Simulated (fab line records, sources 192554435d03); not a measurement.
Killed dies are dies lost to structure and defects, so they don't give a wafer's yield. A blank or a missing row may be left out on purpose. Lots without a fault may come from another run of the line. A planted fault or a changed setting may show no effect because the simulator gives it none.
Chamber matching | flow n5_finfet | N5_FIN_SAQP_ALD_61 on ald_sin-02: 4 sister chambers
The step deposits SiO2, target thk 4 nm, pulse time 1 s, purge time 2 s. 8 wafers are shown with their chamber, then 9 later ones without.

WAFERS WITH THEIR CHAMBER
wafer  | chamber | heater_power_w (W) | precursor_pulse_height_rel
L082.6 | 0       | 380                | 0.993
L086.3 | 1       | 426                | 1.031
L087.1 | 3       | 462                | 0.967
L087.2 | 1       | 429                | 1.016
L087.6 | 2       | 414                | 0.979
L090.2 | 2       | 411                | 1.012
L090.3 | 0       | 383                | 1.028
L090.4 | 3       | 461                | 0.994

WAFERS WITHOUT THEIR CHAMBER
wafer  | heater_power_w (W) | precursor_pulse_height_rel
L092.4 | 427                | 0.995
L092.5 | 425                | 0.969
L092.6 | 381                | 1.022
L095.1 | 414                | 0.984
L095.4 | 436                | 0.984
L095.5 | 400                | 0.947
L096.3 | 405                | 1.022
L096.5 | 408                | 1.003
L096.6 | 440                | 1.002

WHICH CHAMBER EACH WENT THROUGH
wafer  | from the rows above | in truth
L092.4 | 1                   | 1
L092.5 | 1                   | 1
L092.6 | 0                   | 0
L095.1 | 2                   | 2
L095.4 | 1                   | 1
L095.5 | 2                   | 2
L096.3 | 2                   | 2
L096.5 | 2                   | 2
L096.6 | 1                   | 1
Placed correctly: 9 of 9. Can't be placed from these rows: 0. Placed wrongly: 0.
How it was worked out, from the rows above alone: a wafer's distance from a chamber is the root of the sum, over the readings, of the square of ((its reading less the chamber's mean) divided by the reading's scatter). The wafer belongs to the nearest chamber; if the next one is less than 2 further off, it can't be placed. A chamber's mean is the mean of its shown wafers. The scatter: the root of (the sum of the squares of (reading less its chamber's mean) over the shown wafers, divided by (wafers less chambers)).
